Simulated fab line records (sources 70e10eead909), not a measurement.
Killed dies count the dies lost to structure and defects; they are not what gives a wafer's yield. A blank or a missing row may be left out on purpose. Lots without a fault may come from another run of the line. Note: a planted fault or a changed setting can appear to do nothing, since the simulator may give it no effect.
Which tool was responsible? | flow nandHarc | 12 lots with 36 wafers sampled at 4 steps, on a route of 1159 steps

## WHAT EACH GAUGE READ, for each wafer
The record lacks any reading of a measuring or inspecting step that a usual standard deviation could be used to judge.

## TOOL THAT RAN EACH LOT (tool first, then ch and the chambers of the sampled wafers, then the start)
lot  | NHARC_P_ZERO_WELL_ETCH_62                   | NHARC_P_ZERO_WELL_ETCH_63      | NHARC_P_STI_ETCH_15            | NHARC_P_CONTACT_DEP_30
L596 | rieDiel-10 ch 0,1,2, day 1 13:34 or earlier | rieSi-04 ch 0,1,2, day 1 13:34 | rieSi-03 ch 0,2,3, day 2 16:02 | pecvd-03 ch 0,1, day 5 13:59
L598 | rieDiel-10 ch 0,1, day 2 01:32 or earlier   | rieSi-04 ch 0,3, day 2 01:32   | rieSi-02 ch 1,3, day 3 02:46   | pecvd-01 ch 0,1,2, day 6 12:58
L599 | rieDiel-01 ch 0,2,3, day 2 07:32 or earlier | rieSi-01 ch 1,2, day 2 07:32   | rieSi-06 ch 2,3, day 3 02:56   | pecvd-01 ch 0,1,2, day 6 06:44
L600 | rieDiel-10 ch 0,1,2, day 2 13:40 or earlier | rieSi-05 ch 2,3, day 2 13:40   | rieSi-06 ch 0,1,3, day 3 12:55 | pecvd-03 ch 0,1,2, day 6 08:43
L607 | rieDiel-03 ch 0,1,3, day 4 07:40 or earlier | rieSi-01 ch 0,3, day 4 07:40   | rieSi-02 ch 0,1, day 5 05:15   | pecvd-03 ch 0,1, day 7 23:49
L608 | rieDiel-01 ch 1,2,3, day 4 13:34 or earlier | rieSi-01 ch 1,2,3, day 4 13:34 | rieSi-06 ch 1,2,3, day 5 13:35 | pecvd-03 ch 0,1, day 8 18:27
L609 | rieDiel-10 ch 0,2,3, day 4 19:32 or earlier | rieSi-01 ch 1,2, day 4 19:32   | rieSi-03 ch 0,1,2, day 5 13:35 | pecvd-01 ch 1,2, day 8 15:57
L610 | rieDiel-01 ch 0,1,2, day 5 01:34 or earlier | rieSi-01 ch 1,2,3, day 5 01:34 | rieSi-03 ch 0,1,3, day 6 00:49 | pecvd-03 ch 0,1,2, day 9 05:04
L612 | rieDiel-03 ch 0,2,3, day 5 13:40 or earlier | rieSi-05 ch 1,2,3, day 5 13:40 | rieSi-06 ch 0,2,3, day 6 09:04 | pecvd-01 ch 1,2, day 9 12:17
L614 | rieDiel-01 ch 1,3, day 6 01:41 or earlier   | rieSi-04 ch 1,2,3, day 6 01:41 | rieSi-06 ch 1,3, day 7 02:35   | pecvd-01 ch 1,2, day 10 00:28
L616 | rieDiel-03 ch 1,3, day 6 13:42 or earlier   | rieSi-04 ch 2,3, day 6 13:42   | rieSi-02 ch 0,1,3, day 7 14:31 | pecvd-01 ch 0,1,2, day 10 15:08
L619 | rieDiel-03 ch 0,1,2, day 7 07:41 or earlier | rieSi-04 ch 0,1,2, day 7 07:41 | rieSi-06 ch 0,1,2, day 8 07:18 | pecvd-03 ch 0,1, day 11 07:17
- NHARC_P_ZERO_WELL_ETCH_62: etches the open film in CHF3/Ar, target depth 13 nm, time 6.5 s.
- NHARC_P_ZERO_WELL_ETCH_63: etches the open film in HBr/Cl2, target depth 120 nm, time 40.1 s.
- NHARC_P_STI_ETCH_15: etches the open film in HBr/Cl2, target depth 300 nm, time 100.1 s.
- NHARC_P_CONTACT_DEP_30: deposits SiNx, target thk 30 nm.

## AS READ BY THE TOOLS THEMSELVES (means over the sampled wafers that have a number; for cases with no such wafer, the mark the record gives instead)
NHARC_P_ZERO_WELL_ETCH_62. Usual: drypumpMotorCurrentA 5.7 A, standard deviation 0.46; oesProductAu 0.957 a.u., standard deviation 0.019; rfFwdPowerW 488.3 W, standard deviation 2; rfVppV 370.2 V, standard deviation 1.9; showerheadPlenumPTorr 2.33 Torr, standard deviation 0.076; throttleValvePct 20.217 %, standard deviation 0.0095.
lot  | tool       | drypumpMotorCurrentA (A) | oesProductAu (a.u.) | rfFwdPowerW (W) | rfVppV (V) | showerheadPlenumPTorr (Torr) | throttleValvePct (%) | flag
L596 | rieDiel-10 | 5.5                      | 0.974               | 487.6           | 371.5      | 2.40                         | 20.220               | 
L598 | rieDiel-10 | 5.3                      | 0.955               | 488.0           | 372.0      | 2.39                         | 20.224               | 
L599 | rieDiel-01 | 5.8                      | 0.968               | 487.4           | 370.5      | 2.34                         | 20.219               | 
L600 | rieDiel-10 | 5.5                      | 0.952               | 487.3           | 371.9      | 2.40                         | 20.217               | 
L607 | rieDiel-03 | 5.6                      | 0.966               | 487.8           | 369.6      | 2.29                         | 20.208               | 
L608 | rieDiel-01 | 5.9                      | 0.950               | 489.3           | 369.5      | 2.30                         | 20.225               | 
L609 | rieDiel-10 | 5.9                      | 0.975               | 488.0           | 370.3      | 2.35                         | 20.220               | 
L610 | rieDiel-01 | 5.8                      | 0.939               | 489.0           | 369.7      | 2.33                         | 20.223               | 
L612 | rieDiel-03 | 5.3                      | 0.962               | 489.6           | 368.8      | 2.29                         | 20.211               | 
L614 | rieDiel-01 | 5.5                      | 0.941               | 489.7           | 369.8      | 2.26                         | 20.221               | 
L616 | rieDiel-03 | 5.8                      | 0.973               | 484.9           | 368.8      | 2.23                         | 20.215               | 
L619 | rieDiel-03 | 5.4                      | 0.966               | 488.5           | 368.5      | 2.26                         | 20.221               | 

NHARC_P_ZERO_WELL_ETCH_63. Usual: drypumpMotorCurrentA 5.8 A, standard deviation 0.48; oesProductAu 0.996 a.u., standard deviation 0.01; rfFwdPowerW 395.4 W, standard deviation 1.6; throttleValvePct 26.406 %, standard deviation 0.0094.
lot  | tool     | drypumpMotorCurrentA (A) | oesProductAu (a.u.) | rfFwdPowerW (W) | throttleValvePct (%) | flag
L596 | rieSi-04 | 5.6                      | 0.991               | 393.5           | 26.411               | 
L598 | rieSi-04 | 5.5                      | 0.990               | 394.8           | 26.409               | 
L599 | rieSi-01 | 6.1                      | 0.995               | 396.0           | 26.408               | 
L600 | rieSi-05 | 6.2                      | 0.992               | 395.2           | 26.399               | 
L607 | rieSi-01 | 5.6                      | 0.999               | 395.9           | 26.414               | 
L608 | rieSi-01 | 6.0                      | 0.995               | 396.2           | 26.398               | 
L609 | rieSi-01 | 6.1                      | 1.272               | 396.8           | 26.403               | OFF
L610 | rieSi-01 | 6.0                      | 1.279               | 396.1           | 26.410               | OFF
L612 | rieSi-05 | 5.9                      | 0.989               | 394.8           | 26.401               | 
L614 | rieSi-04 | 5.9                      | 1.010               | 394.5           | 26.408               | 
L616 | rieSi-04 | 6.1                      | 1.004               | 396.1           | 26.415               | 
L619 | rieSi-04 | 5.7                      | 1.010               | 393.6           | 26.407               | 

NHARC_P_STI_ETCH_15. Usual: drypumpMotorCurrentA 5.8 A, standard deviation 0.45; oesProductAu 1.001 a.u., standard deviation 0.0092; rfFwdPowerW 397.5 W, standard deviation 1.4; throttleValvePct 26.405 %, standard deviation 0.0077.
lot  | tool     | drypumpMotorCurrentA (A) | oesProductAu (a.u.) | rfFwdPowerW (W) | throttleValvePct (%) | flag
L596 | rieSi-03 | 5.8                      | 0.994               | 396.0           | 26.400               | 
L598 | rieSi-02 | 5.9                      | 1.002               | 397.8           | 26.412               | 
L599 | rieSi-06 | 5.6                      | 1.008               | 399.0           | 26.398               | 
L600 | rieSi-06 | 5.9                      | 1.005               | 397.7           | 26.396               | 
L607 | rieSi-02 | 5.9                      | 1.013               | 397.0           | 26.401               | 
L608 | rieSi-06 | 5.9                      | 1.001               | 397.5           | 26.405               | 
L609 | rieSi-03 | 6.0                      | 0.990               | 398.3           | 26.409               | 
L610 | rieSi-03 | 5.8                      | 0.995               | 398.8           | 26.400               | 
L612 | rieSi-06 | 5.5                      | 1.007               | 398.0           | 26.405               | 
L614 | rieSi-06 | 5.9                      | 1.003               | 397.6           | 26.405               | 
L616 | rieSi-02 | 5.5                      | 0.998               | 398.2           | 26.410               | 
L619 | rieSi-06 | 5.9                      | 1.005               | 396.3           | 26.407               | 

NHARC_P_CONTACT_DEP_30. Usual: heaterPowerW 768 W, standard deviation 84; rfFwdPowerW 448.6 W, standard deviation 1.4.
lot  | tool     | heaterPowerW (W) | rfFwdPowerW (W) | flag
L596 | pecvd-03 | 754              | 449.7           | 
L598 | pecvd-01 | 787              | 447.8           | 
L599 | pecvd-01 | 724              | 448.5           | 
L600 | pecvd-03 | 837              | 446.6           | 
L607 | pecvd-03 | 810              | 448.6           | 
L608 | pecvd-03 | 783              | 449.3           | 
L609 | pecvd-01 | 749              | 448.2           | 
L610 | pecvd-03 | 749              | 448.8           | 
L612 | pecvd-01 | 811              | 448.1           | 
L614 | pecvd-01 | 744              | 449.1           | 
L616 | pecvd-01 | 812              | 448.8           | 
L619 | pecvd-03 | 759              | 447.9           | 

## THE ANSWER, worked out from the rows above alone
Rule: lot off if the mean of its wafers having a number is beyond 3 standard deviations from the usual mean. A lot without any number at a reading at which 4 lots or more have one is off too. The other lots that the step has rows for count as sound. After the gauges, taken in route order, come the tools' own readings; for these a lot's mean is taken, as printed above. The first step at which some lot is off is used, and at that step the reading that is off furthest; a lot without a number counts as furthest.
Off: L609, L610, at NHARC_P_ZERO_WELL_ETCH_63 (oesProductAu).
A tool fits if, at that step or a process step before it, it ran every lot that is off, and no sound lot after the first of them. NHARC_P_ZERO_WELL_ETCH_62: start missing for some lots; hours and lot order therefore follow NHARC_P_ZERO_WELL_ETCH_63. One fits: NHARC_P_ZERO_WELL_ETCH_63 on rieSi-01. A fault onset in the window from L608 (day 4 13:34, its last sound lot) to L609 (day 4 19:32, its first lot off) fits.
The tool's own readings at NHARC_P_ZERO_WELL_ETCH_63 bear it out: on the lots that are off they differ by more than 5 times the standard deviation of the sound lots' means. oesProductAu reads 1.276 a.u. there against 0.998 a.u. on the sound lots.

## WHAT THE SIMULATOR HAD INSERTED
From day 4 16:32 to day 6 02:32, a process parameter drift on rieSi-01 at NHARC_P_ZERO_WELL_ETCH_63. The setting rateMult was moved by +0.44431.
Lots struck among those shown: L609, L610. The rule above reached the same finding.
